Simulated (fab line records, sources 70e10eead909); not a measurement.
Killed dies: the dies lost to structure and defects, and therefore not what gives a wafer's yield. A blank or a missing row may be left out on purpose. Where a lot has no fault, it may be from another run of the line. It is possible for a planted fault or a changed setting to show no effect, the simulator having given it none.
fab line records	flow nand_harc
record lots=13	wafers=39	last_day=34
route steps=1302 shown P_M0@275 THIN_TSV@1259 END@1302
lots that met no fault: taken from a fault-free run of the same line
start_h: hours from the record's opening day to when the first of the lot's shown wafers began	wait_h: hours since the lot's step before	" same as the row above	L1.1+2: a row that stands for several wafers	- no value, or no start given	* or withheld: withheld	< > ~ a bound
route shown NAME@n: names a module that has steps shown in the file, with the first one's number in the route	usual: the fault-free wafers' mean and standard deviation	same: alike in all rows	chamber/n: place in a boat	sites: the reading at each site	_std_site: standard deviation of those values	_edge_site: outer sites' mean less inner sites'	radius_mm: for every site, how far away it sits from the centre of the wafer	mask NAME#n: copy n	behind: the most recent tool/chamber to have shaped the wafer	hold: cause of the lot's hold/its duration in hours/its outcome	device: names the non-switching transistor (n, p or np)	end of line: at the end of the route, the tests of the same wafers	step lacking rows: just its recipe	killed: at the first sort, the dies lost to defects and structure; wafer yield is something else	map: shows each die of a wafer: x if killed, . if not, _ if none is there
set.NAME: the run value of the setting; set.NAME@STEP: its run value at that earlier step	model.NAME: the simulator's own value behind a step, which no gauge read
route steps across a sampled set of lots; one table per step, one row per wafer
services: a tool's chamber out of use, with start hour (start_h, from the record's first day; less than 0 if before it), hours out, and reason
## steps
# step NHARC_P_M0_PVD_21
# recipe target_thk_a=300	chamber_pressure_pa=5	power_w=5000	substrate_temp_c=30	time_s=20.49	material=Cu
# usual throttle_valve_pct=30.1/0.65
lot.wafer	tool	chamber	start_h	wait_h	throttle_valve_pct
L493.1	pvd_sputter-02	-	122.43	-	30.7
L493.2	"	-	"	"	30.8
L493.6	"	-	"	"	29.5
L495.4	pvd_sputter-02	-	138.68	-	29.6
L495.3	"	-	"	"	30.4
L495.5	"	-	"	"	30.5
L496.1	pvd_sputter-01	-	154.76	-	29.1
L496.4	"	-	"	"	29.6
L496.2	"	-	"	"	29.8
L497.2	pvd_sputter-02	-	159.82	-	30.7
L497.5	"	-	"	"	30.6
L497.6	"	-	"	"	30.9
L498.4	pvd_sputter-02	-	170.58	-	29.6
L498.2	"	-	"	"	31.0
L498.3	"	-	"	"	30.8
L499.2	pvd_sputter-02	-	182.26	-	30.9
L499.4	"	-	"	"	30.7
L499.6	"	-	"	"	29.6
L500.1	pvd_sputter-03	-	190.63	-	30.2
L500.5	"	-	"	"	29.3
L500.6	"	-	"	"	30.1
L508.1	pvd_sputter-03	-	285.41	-	29.4
L508.5	"	-	"	"	31.0
L508.6	"	-	"	"	29.6
L509.1	pvd_sputter-03	-	287.05	-	30.1
L509.3	"	-	"	"	30.2
L509.5	"	-	"	"	30.9
L510.4	pvd_sputter-02	-	295.24	-	31.1
L510.5	"	-	"	"	30.5
L510.6	"	-	"	"	29.6
L512.2	pvd_sputter-01	-	309.23	-	29.4
L512.6	"	-	"	"	28.4
L512.5	"	-	"	"	30.1
L511.3	pvd_sputter-02	-	309.67	-	30.5
L511.1	"	-	"	"	30.1
L511.5	"	-	"	"	30.4
L514.4	pvd_sputter-02	-	340.00	-	31.0
L514.1	"	-	"	"	30.0
L514.6	"	-	"	"	31.3
# step NHARC_THIN_TSV_CD_MEAS_12
# recipe target_cd_nm=1000	landing_energy_ev=500
# usual cd_nm=1000.5/1.9
lot.wafer	tool	chamber	start_h	wait_h	cd_nm
L493.1	cd_sem-01	0	551.29	-	1001.2
L493.2	"	0	"	"	1001.3
L493.6	"	0	"	"	1002.1
L495.3	cd_sem-02	0	561.27	-	999.9
L495.4	"	0	"	"	998.6
L495.5	"	0	"	"	1002.5
L497.2	cd_sem-02	0	574.59	-	1000.3
L497.5	"	0	"	"	999.0
L497.6	"	0	"	"	998.8
L496.1	cd_sem-01	0	575.70	-	1001.7
L496.2	"	0	"	"	1002.6
L496.4	"	0	"	"	1001.9
L498.2	cd_sem-01	0	590.50	-	999.7
L498.3	"	0	"	"	999.0
L498.4	"	0	"	"	997.4
L499.2	cd_sem-03	0	599.25	-	1003.1
L499.4	"	0	"	"	998.4
L499.6	"	0	"	"	1001.0
L500.1	cd_sem-03	0	607.40	-	1002.2
L500.5	"	0	"	"	1001.4
L500.6	"	0	"	"	1002.9
L508.5	cd_sem-03	0	721.52	-	996.2
L508.6	"	0	"	"	999.6
L509.3	cd_sem-02	0	722.48	-	999.6
L509.5	"	0	"	"	999.0
L510.4	cd_sem-01	0	733.47	-	998.8
L510.5	"	0	"	"	1000.2
L510.6	"	0	"	"	1001.1
L511.1	cd_sem-03	0	737.79	-	999.6
L511.3	"	0	"	"	1005.2
L511.5	"	0	"	"	1001.1
L512.2	cd_sem-02	0	748.33	-	1000.9
L512.5	"	0	"	"	1001.9
L512.6	"	0	"	"	999.5
L514.1	cd_sem-02	0	792.00	-	998.3
L514.4	"	0	"	"	1000.2
L514.6	"	0	"	"	997.6
# step NHARC_THIN_TSV_CD_MEAS_16
# usual cd_nm=1000.5/2
lot.wafer	tool	chamber	start_h	wait_h	cd_nm
L493.1	cd_sem-02	-	552.25	0.1	1001.2
L493.2	"	-	"	"	1002.7
L493.6	"	-	"	"	1002.1
L495.3	cd_sem-02	-	562.25	0.1	1000.3
L495.4	"	-	"	"	997.6
L495.5	"	-	"	"	1002.2
L497.2	cd_sem-02	-	575.56	0.1	999.1
L497.5	"	-	"	"	997.2
L497.6	"	-	"	"	999.3
L496.1	cd_sem-01	-	576.66	0.1	1000.6
L496.2	"	-	"	"	1002.7
L496.4	"	-	"	"	1001.1
L498.2	cd_sem-02	-	591.46	0.1	1001.2
L498.3	"	-	"	"	999.6
L498.4	"	-	"	"	997.8
L499.2	cd_sem-02	-	600.21	0.1	1002.7
L499.4	"	-	"	"	998.0
L499.6	"	-	"	"	1000.3
L500.1	cd_sem-02	-	608.37	0.1	1002.8
L500.5	"	-	"	"	1002.0
L500.6	"	-	"	"	1003.9
L508.5	cd_sem-03	-	722.48	0.1	997.3
L508.6	"	-	"	"	1000.4
L509.3	cd_sem-02	-	723.44	0.1	999.6
L509.5	"	-	"	"	998.9
L510.4	cd_sem-02	-	734.43	0.1	998.8
L510.5	"	-	"	"	999.7
L510.6	"	-	"	"	1001.5
L511.1	cd_sem-02	-	738.75	0.1	998.7
L511.3	"	-	"	"	1006.9
L511.5	"	-	"	"	1000.4
L512.2	cd_sem-02	-	749.29	0.1	1000.6
L512.5	"	-	"	"	1001.9
L512.6	"	-	"	"	1000.2
L514.1	cd_sem-02	-	792.96	0.1	997.2
L514.4	"	-	"	"	1000.6
L514.6	"	-	"	"	999.9
# step NHARC_THIN_TSV_ETCHBACK_48
# recipe target_depth_a=10285	over_etch_frac=0.3	time_s=405.17	ion_energy_ev=250	c4f8_flow_sccm=withheld	ar_flow_sccm=withheld	rf_w=600	bias_w=300	chemistry=C4F8/Ar
# usual bias_w=300.0/0.85	oes_product_au=0.95/0.032	rf_vpp_V=548/3.1
lot.wafer	tool	chamber	start_h	wait_h	bias_w	oes_product_au	rf_hours_counter_h	rf_vpp_V
L493.2	rie_diel-10	3	553.52	-	300.6	0.94	8	547
L493.1	"	0	"	"	299.9	0.94	8	550
L493.6	"	0	"	"	300.7	0.93	-	551
L495.3	rie_diel-07	2	563.56	-	299.6	0.94	5	546
L495.4	"	1	"	"	299.5	0.93	-	548
L495.5	"	2	"	"	301.1	0.94	-	549
L497.2	rie_diel-10	3	576.92	-	300.5	0.94	11	546
L497.5	"	3	"	"	300.3	0.94	-	547
L497.6	"	0	"	"	299.7	0.94	-	549
L496.1	rie_diel-10	2	577.93	-	298.6	0.93	10	543
L496.2	"	0	"	"	300.1	0.93	10	551
L496.4	"	1	"	"	301.5	0.94	9	540
L498.3	rie_diel-05	2	592.77	-	299.4	1.00	0	551
L498.2	"	3	"	"	300.6	1.02	0	551
L498.4	"	0	"	"	298.9	1.01	0	552
L499.4	rie_diel-07	3	601.70	-	301.9	0.93	7	551
L499.2	"	0	"	"	299.5	0.93	7	550
L499.6	"	3	"	"	301.5	0.93	-	552
L500.1	rie_diel-10	2	609.68	-	299.3	0.99	0	543
L500.6	"	1	"	"	299.8	1.00	-	540
L500.5	"	2	"	"	298.9	1.00	-	543
L508.5	rie_diel-07	1	723.89	-	299.1	0.93	-	547
L508.6	"	2	"	"	299.7	0.94	-	549
L509.3	rie_diel-05	3	724.75	-	300.1	0.94	7	550
L509.5	"	2	"	"	299.7	0.94	-	551
L510.4	rie_diel-07	2	735.85	-	298.7	1.00	4	548
L510.6	"	0	"	"	300.2	1.02	-	550
L510.5	"	1	"	"	300.0	1.01	-	548
L511.1	rie_diel-05	1	740.06	-	300.3	0.92	8	546
L511.3	"	2	"	"	299.2	0.95	8	551
L511.5	"	1	"	"	300.4	0.93	-	548
L512.2	rie_diel-05	0	750.56	-	300.0	0.94	9	549
L512.6	"	0	"	"	300.8	0.95	-	550
L512.5	"	1	"	"	301.0	0.92	-	545
L514.4	rie_diel-05	2	794.40	-	299.1	0.94	1	550
L514.1	"	0	"	"	299.9	0.94	1	551
L514.6	"	1	"	"	301.1	0.91	-	546
# step NHARC_END_SORT_01
# recipe temp_c=25
# usual defect_limited_yield=90/4.1	killed_at_array=63/27	killed_at_other=0.7/1.2	killed_at_periphery=3.1/2	killed_dies=67/28	killed_open=3.0/1.9	killed_short=2.2/1.5
# same gross_dies=677
lot.wafer	tool	chamber	start_h	wait_h	hold	defect_limited_yield[%]	killed_at_array	killed_at_other	killed_at_periphery	killed_dies	killed_open	killed_short
L493.1	prober-01	0	570.90	2.5	-	86	90	0	3	93	2	2
L493.2	prober-01	0	571.72	2.8	-	85	102	0	1	103	4	0
L493.6	prober-01	0	574.97	4.1	-	89	71	2	3	76	1	1
L495.3	prober-02	0	577.76	3.1	-	93	44	0	6	50	5	0
L495.4	prober-02	0	578.56	3.4	-	91	57	0	3	60	4	1
L495.5	prober-02	0	579.36	3.7	-	92	52	1	3	56	6	4
L496.1	prober-02	0	589.78	2.5	-	87	84	0	4	88	3	1
L496.2	prober-02	0	590.58	2.8	-	89	74	0	3	77	2	2
L496.4	prober-02	0	592.18	3.4	-	86	91	0	4	95	10	2
L497.2	prober-01	0	590.55	2.8	-	84	108	0	3	111	3	4
L497.5	prober-01	0	592.93	3.7	-	85	103	0	1	104	1	3
L497.6	prober-01	0	593.72	4.0	-	85	101	0	0	101	0	1
L498.2	prober-01	0	606.35	2.8	-	84	103	2	5	110	2	3
L498.3	prober-01	0	607.15	3.1	-	85	92	0	10	102	3	2
L498.4	prober-01	0	607.95	3.4	-	86	83	3	8	94	0	0
L499.2	prober-02	0	616.52	2.8	-	96	21	0	6	27	3	3
L499.4	prober-02	0	618.10	3.4	-	96	23	0	1	24	3	1
L499.6	prober-02	0	619.68	4.0	-	97	20	1	2	23	3	2
L500.1	prober-01	0	623.19	2.5	-	84	100	0	6	106	6	4
L500.5	prober-01	0	626.34	3.7	-	83	117	0	1	118	5	0
L500.6	prober-01	0	627.13	3.9	-	82	118	3	3	124	6	6
L509.1	prober-02	0	739.56	2.5	await_dispo/2.8h/release	0	56	2	616	674	1	2
L509.3	prober-02	0	741.16	3.1	await_dispo/2.8h/release	90	62	4	4	70	2	2
L509.5	prober-02	0	742.75	3.7	await_dispo/2.8h/release	91	56	0	3	59	2	1
L511.1	prober-01	0	749.84	2.5	-	91	60	0	4	64	1	2
L511.3	prober-01	0	751.43	3.1	-	92	48	1	2	51	0	1
L511.5	prober-01	0	753.02	3.7	-	93	44	0	3	47	2	0
L510.4	prober-02	0	752.17	3.4	-	93	46	0	4	50	6	1
L510.5	prober-02	0	752.97	3.7	-	92	49	0	4	53	1	4
L510.6	prober-02	0	753.77	4.0	-	92	50	0	5	55	2	5
L512.2	prober-02	0	772.34	2.8	-	86	90	1	5	96	4	4
L512.5	prober-02	0	774.74	3.7	-	86	97	0	1	98	3	2
L512.6	prober-02	0	775.54	4.0	-	87	89	1	0	90	2	4
L514.1	prober-01	0	808.95	2.5	-	94	40	0	3	43	1	1
L514.4	prober-01	0	811.33	3.4	-	91	51	0	7	58	6	1
L514.6	prober-01	0	812.93	4.0	-	93	40	0	5	45	1	2
# killed by level:class
L493.1 A_CHANNEL_HOLE_D1:chamber_film_flake=31 A_CHANNEL_HOLE_D2:chamber_film_flake=31 A_SLIT:chamber_film_flake=19 A_CHANNEL_FILL_D1:geometric_particle:short=2 A_CHANNEL_FILL_D2:chamber_film_flake=2 A_WL_FILL:chamber_film_flake=2 P_M0:geometric_particle:open=1 A_CHANNEL_FILL_D1:geometric_particle:open=1
L493.2 A_CHANNEL_HOLE_D1:chamber_film_flake=38 A_CHANNEL_HOLE_D2:chamber_film_flake=32 A_SLIT:chamber_film_flake=22 A_CONTACT:chamber_film_flake=3 A_DECK1_JOINT:chamber_film_flake=2 P_M0:geometric_particle:open=1 A_CHANNEL_HOLE_D2:geometric_particle:open=1 A_BLC:geometric_particle:open=1
L493.6 A_CHANNEL_HOLE_D1:chamber_film_flake=24 A_CHANNEL_HOLE_D2:chamber_film_flake=20 A_SLIT:chamber_film_flake=20 A_CONTACT:chamber_film_flake=3 P_STI:chamber_film_flake=2 A_CHANNEL_FILL_D2:chamber_film_flake=2 A_M1:geometric_particle:short=1 STARTING-WAFER:geometric_particle:open=1
L495.3 A_CHANNEL_HOLE_D2:chamber_film_flake=26 A_CONTACT:chamber_film_flake=5 A_CHANNEL_HOLE_D1:chamber_film_flake=4 P_STI:chamber_film_flake=3 A_M1:chamber_film_flake=3 A_CHANNEL_FILL_D2:chamber_film_flake=2 P_CONTACT:geometric_particle:open=1 P_M0:geometric_particle:open=1
L495.4 A_CHANNEL_HOLE_D2:chamber_film_flake=32 A_CONTACT:chamber_film_flake=10 P_STI:chamber_film_flake=3 A_CHANNEL_HOLE_D1:chamber_film_flake=3 A_DECK1_JOINT:chamber_film_flake=3 A_CHANNEL_FILL_D2:geometric_particle:open=2 A_CONTACT:geometric_particle:open=2 A_M1:chamber_film_flake=2
L495.5 A_CHANNEL_HOLE_D2:chamber_film_flake=26 A_M1:chamber_film_flake=6 A_CONTACT:chamber_film_flake=4 A_WL_FILL:chamber_film_flake=2 P_STI:geometric_particle:open=1 P_CONTACT:geometric_particle:open=1 A_SOURCE_PLATE:geometric_particle:open=1 A_ONON_D1:geometric_particle:short=1
L496.1 A_CHANNEL_HOLE_D1:chamber_film_flake=30 A_SLIT:chamber_film_flake=30 A_CHANNEL_HOLE_D2:chamber_film_flake=12 A_CONTACT:chamber_film_flake=6 P_STI:chamber_film_flake=2 A_STAIRCASE:chamber_film_flake=2 P_M0:geometric_particle:open=1 A_CHANNEL_FILL_D2:geometric_particle:short=1
L497.2 A_CHANNEL_HOLE_D1:chamber_film_flake=37 A_CHANNEL_HOLE_D2:chamber_film_flake=32 A_SLIT:chamber_film_flake=25 A_CONTACT:chamber_film_flake=3 A_ZERO_WELL:chamber_film_flake=2 P_M0:geometric_particle:short=1 P_M2:geometric_particle:open=1 A_ONON_D2:geometric_particle:short=1
L496.2 A_SLIT:chamber_film_flake=30 A_CHANNEL_HOLE_D1:chamber_film_flake=27 A_CHANNEL_HOLE_D2:chamber_film_flake=9 A_CONTACT:chamber_film_flake=3 P_M2:chamber_film_flake=2 P_CONTACT:geometric_particle:open=1 A_ONON_D1:geometric_particle:short=1 A_ONON_D2:geometric_particle:short=1
L496.4 A_CHANNEL_HOLE_D1:chamber_film_flake=37 A_SLIT:chamber_film_flake=30 A_CHANNEL_HOLE_D2:chamber_film_flake=6 A_DECK1_JOINT:geometric_particle:open=3 A_CONTACT:chamber_film_flake=3 P_M0:geometric_particle:open=1 A_CHANNEL_HOLE_D1:geometric_particle:open=1 A_CHANNEL_FILL_D1:geometric_particle:open=1
L497.5 A_CHANNEL_HOLE_D2:chamber_film_flake=43 A_CHANNEL_HOLE_D1:chamber_film_flake=27 A_SLIT:chamber_film_flake=23 A_CONTACT:chamber_film_flake=4 A_STAIRCASE:chamber_film_flake=2 P_M0:geometric_particle:short=1 A_ONON_D1:geometric_particle:short=1 A_CHANNEL_HOLE_D1:geometric_particle:open=1
L497.6 A_CHANNEL_HOLE_D1:chamber_film_flake=33 A_CHANNEL_HOLE_D2:chamber_film_flake=31 A_SLIT:chamber_film_flake=31 A_ZERO_WELL:chamber_film_flake=2 A_ONON_D2:geometric_particle:short=1 A_DECK1_JOINT:chamber_film_flake=1 A_CHANNEL_FILL_D2:chamber_film_flake=1 A_CONTACT:chamber_film_flake=1
L498.2 A_CHANNEL_HOLE_D2:chamber_film_flake=35 A_SLIT:chamber_film_flake=29 A_CHANNEL_HOLE_D1:chamber_film_flake=28 P_GATE:chamber_film_flake=4 A_STAIRCASE:chamber_film_flake=3 A_ZERO_WELL:chamber_film_flake=2 THIN_TSV:chamber_film_flake=2 P_GATE:geometric_particle:short=1
L498.3 A_CHANNEL_HOLE_D1:chamber_film_flake=31 A_SLIT:chamber_film_flake=29 A_CHANNEL_HOLE_D2:chamber_film_flake=20 P_GATE:chamber_film_flake=6 A_CONTACT:chamber_film_flake=5 A_STAIRCASE:chamber_film_flake=3 P_CONTACT:geometric_particle:open=2 A_WL_FILL:geometric_particle:short=1
L498.4 A_SLIT:chamber_film_flake=29 A_CHANNEL_HOLE_D2:chamber_film_flake=24 A_CHANNEL_HOLE_D1:chamber_film_flake=23 P_GATE:chamber_film_flake=3 P_STI:chamber_film_flake=3 A_STAIRCASE:chamber_film_flake=3 THIN_TSV:chamber_film_flake=3 P_ZERO_WELL:chamber_film_flake=2
L499.2 A_CHANNEL_HOLE_D2:chamber_film_flake=9 A_CONTACT:chamber_film_flake=5 P_BONDPAD:chamber_film_flake=3 A_WL_FILL:geometric_particle:short=2 A_CHANNEL_HOLE_D1:chamber_film_flake=2 P_CONTACT:geometric_particle:short=1 P_M0:geometric_particle:open=1 A_CHANNEL_FILL_D2:geometric_particle:open=1
L499.4 A_CHANNEL_HOLE_D2:chamber_film_flake=11 A_SLIT:chamber_film_flake=3 A_M0:geometric_particle:open=2 A_STAIRCASE:chamber_film_flake=2 A_BONDPAD:chamber_film_flake=2 A_ONON_D1:geometric_particle:short=1 A_WL_FILL:geometric_particle:open=1 P_BONDPAD:chamber_film_flake=1
L499.6 A_CHANNEL_HOLE_D2:chamber_film_flake=7 A_CHANNEL_HOLE_D1:chamber_film_flake=5 A_CONTACT:chamber_film_flake=3 A_BONDPAD:chamber_film_flake=2 P_CONTACT:geometric_particle:open=1 P_M0:geometric_particle:open=1 A_ONON_D1:geometric_particle:short=1 A_DECK1_JOINT:geometric_particle:short=1
L500.1 A_SLIT:chamber_film_flake=35 A_CHANNEL_HOLE_D2:chamber_film_flake=25 A_CHANNEL_HOLE_D1:chamber_film_flake=15 A_CONTACT:chamber_film_flake=7 A_STAIRCASE:chamber_film_flake=5 A_ONON_D2:geometric_particle:short=3 P_BONDPAD:chamber_film_flake=3 A_WL_FILL:chamber_film_flake=3
L500.5 A_SLIT:chamber_film_flake=34 A_CHANNEL_HOLE_D2:chamber_film_flake=33 A_CHANNEL_HOLE_D1:chamber_film_flake=32 A_WL_FILL:chamber_film_flake=5 A_CONTACT:chamber_film_flake=5 A_STAIRCASE:chamber_film_flake=3 A_SOURCE_PLATE:geometric_particle:open=1 A_DECK1_JOINT:geometric_particle:open=1
L500.6 A_CHANNEL_HOLE_D2:chamber_film_flake=35 A_SLIT:chamber_film_flake=29 A_CHANNEL_HOLE_D1:chamber_film_flake=28 A_CONTACT:chamber_film_flake=10 A_ONON_D2:geometric_particle:short=3 THIN_TSV:chamber_film_flake=3 A_M0:geometric_particle:open=2 A_STAIRCASE:chamber_film_flake=2
L509.1 P_M0:area_pvd=615 A_SLIT:chamber_film_flake=33 A_CHANNEL_HOLE_D1:chamber_film_flake=10 A_CHANNEL_FILL_D2:chamber_film_flake=5 A_CONTACT:chamber_film_flake=3 A_STAIRCASE:chamber_film_flake=2 THIN_TSV:chamber_film_flake=2 P_CONTACT:geometric_particle:open=1
L509.3 A_SLIT:chamber_film_flake=34 A_STAIRCASE:chamber_film_flake=9 A_CHANNEL_HOLE_D1:chamber_film_flake=8 A_CHANNEL_FILL_D2:chamber_film_flake=4 A_CONTACT:chamber_film_flake=4 THIN_TSV:chamber_film_flake=4 P_STI:geometric_particle:short=1 P_M0:geometric_particle:short=1
L509.5 A_SLIT:chamber_film_flake=35 A_CHANNEL_HOLE_D1:chamber_film_flake=10 A_CONTACT:chamber_film_flake=5 A_STAIRCASE:chamber_film_flake=3 P_M0:geometric_particle:open=1 A_CHANNEL_FILL_D1:geometric_particle:short=1 A_M0:geometric_particle:open=1 P_ZERO_WELL:chamber_film_flake=1
L511.1 A_SLIT:chamber_film_flake=34 A_CHANNEL_HOLE_D1:chamber_film_flake=10 A_CONTACT:chamber_film_flake=10 A_DECK1_JOINT:chamber_film_flake=2 P_M0:geometric_particle:short=1 A_ONON_D2:geometric_particle:open=1 A_CHANNEL_FILL_D2:geometric_particle:short=1 P_STI:chamber_film_flake=1
L511.3 A_SLIT:chamber_film_flake=23 A_CHANNEL_HOLE_D1:chamber_film_flake=12 A_CONTACT:chamber_film_flake=12 P_STI:chamber_film_flake=2 A_M0:geometric_particle:short=1 THIN_TSV:chamber_film_flake=1
L510.4 A_SLIT:chamber_film_flake=22 A_SGD_CUT:chamber_film_flake=10 A_CHANNEL_HOLE_D1:chamber_film_flake=8 P_M0:geometric_particle:open=2 P_CONTACT:geometric_particle:open=1 P_M0:geometric_particle:short=1 A_ONON_D1:geometric_particle:open=1 A_BLC:geometric_particle:open=1
L510.5 A_SLIT:chamber_film_flake=29 A_CHANNEL_HOLE_D1:chamber_film_flake=10 A_SGD_CUT:chamber_film_flake=6 P_STI:chamber_film_flake=2 P_M0:geometric_particle:short=1 P_M2:geometric_particle:short=1 A_DECK1_JOINT:geometric_particle:short=1 A_DECK1_JOINT:geometric_particle:open=1
L511.5 A_SLIT:chamber_film_flake=21 A_CHANNEL_HOLE_D1:chamber_film_flake=8 A_CONTACT:chamber_film_flake=6 A_ZERO_WELL:chamber_film_flake=4 A_STAIRCASE:chamber_film_flake=2 A_DECK1_JOINT:geometric_particle:open=1 A_M0:geometric_particle:open=1 P_ZERO_WELL:chamber_film_flake=1
L510.6 A_SLIT:chamber_film_flake=31 A_CHANNEL_HOLE_D1:chamber_film_flake=9 A_SGD_CUT:chamber_film_flake=3 P_M0:geometric_particle:short=2 P_STI:chamber_film_flake=2 P_M0:geometric_particle:open=1 A_CHANNEL_FILL_D1:geometric_particle:short=1 A_ONON_D2:geometric_particle:open=1
L512.2 A_CHANNEL_HOLE_D1:chamber_film_flake=29 A_SLIT:chamber_film_flake=28 A_CHANNEL_HOLE_D2:chamber_film_flake=18 A_CONTACT:chamber_film_flake=6 P_STI:chamber_film_flake=3 A_ZERO_WELL:chamber_film_flake=3 P_M0:geometric_particle:open=2 A_CHANNEL_FILL_D1:geometric_particle:open=2
L512.5 A_SLIT:chamber_film_flake=34 A_CHANNEL_HOLE_D1:chamber_film_flake=31 A_CHANNEL_HOLE_D2:chamber_film_flake=18 A_CONTACT:chamber_film_flake=6 A_ZERO_WELL:chamber_film_flake=3 A_CHANNEL_FILL_D1:geometric_particle:open=1 A_DECK1_JOINT:geometric_particle:short=1 A_WL_FILL:geometric_particle:short=1
L512.6 A_SLIT:chamber_film_flake=26 A_CHANNEL_HOLE_D1:chamber_film_flake=25 A_CHANNEL_HOLE_D2:chamber_film_flake=22 A_CONTACT:chamber_film_flake=6 A_ONON_D1:geometric_particle:short=2 A_ZERO_WELL:chamber_film_flake=2 A_SOURCE_PLATE:geometric_particle:short=1 A_ONON_D2:geometric_particle:short=1
L514.1 A_CHANNEL_HOLE_D1:chamber_film_flake=19 A_SLIT:chamber_film_flake=7 A_CHANNEL_HOLE_D2:chamber_film_flake=3 A_CONTACT:chamber_film_flake=3 A_SGD_CUT:chamber_film_flake=2 A_ONON_D1:geometric_particle:short=1 A_M0:geometric_particle:open=1 P_ZERO_WELL:chamber_film_flake=1
L514.4 A_CHANNEL_HOLE_D1:chamber_film_flake=27 A_SLIT:chamber_film_flake=8 A_CONTACT:chamber_film_flake=5 P_CONTACT:geometric_particle:open=4 A_CHANNEL_HOLE_D2:chamber_film_flake=3 A_CONTACT:geometric_particle:short=1 A_M0:geometric_particle:open=1 A_M1:geometric_particle:open=1
L514.6 A_CHANNEL_HOLE_D1:chamber_film_flake=17 A_SLIT:chamber_film_flake=6 P_ZERO_WELL:chamber_film_flake=4 A_CONTACT:chamber_film_flake=4 A_CHANNEL_FILL_D1:chamber_film_flake=3 A_CHANNEL_HOLE_D2:chamber_film_flake=3 A_STAIRCASE:chamber_film_flake=2 A_ONON_D1:geometric_particle:short=1
## services
tool	chamber	start_h	hours	kind
pvd_sputter-02	-	104.00	10.0	pm
rie_diel-05	1	114.16	2.8	repair
rie_diel-05	0	224.78	15.7	repair
rie_diel-05	-	229.60	9.0	pm
rie_diel-05	1	255.99	1.6	repair
pvd_sputter-02	-	259.39	2.7	repair
pvd_sputter-02	-	282.00	10.0	pm
rie_diel-05	3	305.93	34.1	repair
rie_diel-05	-	406.60	9.0	pm
rie_diel-05	0	437.73	16.6	repair
rie_diel-05	2	452.01	1.8	repair
pvd_sputter-02	-	460.00	10.0	pm
rie_diel-05	2	476.37	4.7	repair
pvd_sputter-02	-	500.99	3.1	repair
rie_diel-05	1	506.92	2.6	repair
pvd_sputter-02	-	509.15	2.1	repair
rie_diel-05	2	516.95	6.4	repair
pvd_sputter-02	-	528.03	5.3	repair
rie_diel-05	-	583.60	9.0	pm
pvd_sputter-02	-	638.05	10.0	pm
pvd_sputter-02	-	671.34	3.6	repair
pvd_sputter-02	-	742.20	3.2	repair
pvd_sputter-02	-	747.49	1.0	repair
rie_diel-05	-	760.60	9.0	pm
## key
first_sign step=NHARC_END_SORT_01	reading=killed_at_periphery	direction=up	sigmas=99+	usual=3.1	struck=616
effect step=NHARC_END_SORT_01	reading=defect_limited_yield	direction=down	sigmas=22	usual=90	struck=0
more_kills_born_at NHARC_P_M0_PVD_21@pvd_sputter-03=615
met_at NHARC_P_M0_PVD_21
struck_lots L509
struck_wafers L509.1
later_rows_left_out L509.1
not_acting_at NHARC_THIN_TSV_CD_MEAS_12,NHARC_THIN_TSV_CD_MEAS_16,NHARC_THIN_TSV_ETCHBACK_48
onset_between 190.63 287.05
fault kind=process_parameter_drift	tool=pvd_sputter-03	chamber=-	onset_h=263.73	steps=NHARC_P_M0_PVD_21	channel=target_thk_a	offset=*	shape=step	end_h=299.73	scope=struck_wafers_only	acts_in=*	stated=*
# later_rows_left_out: the simulator's readings of these wafers behind a module that went badly wrong aren't trusted and aren't shown, but for the sort
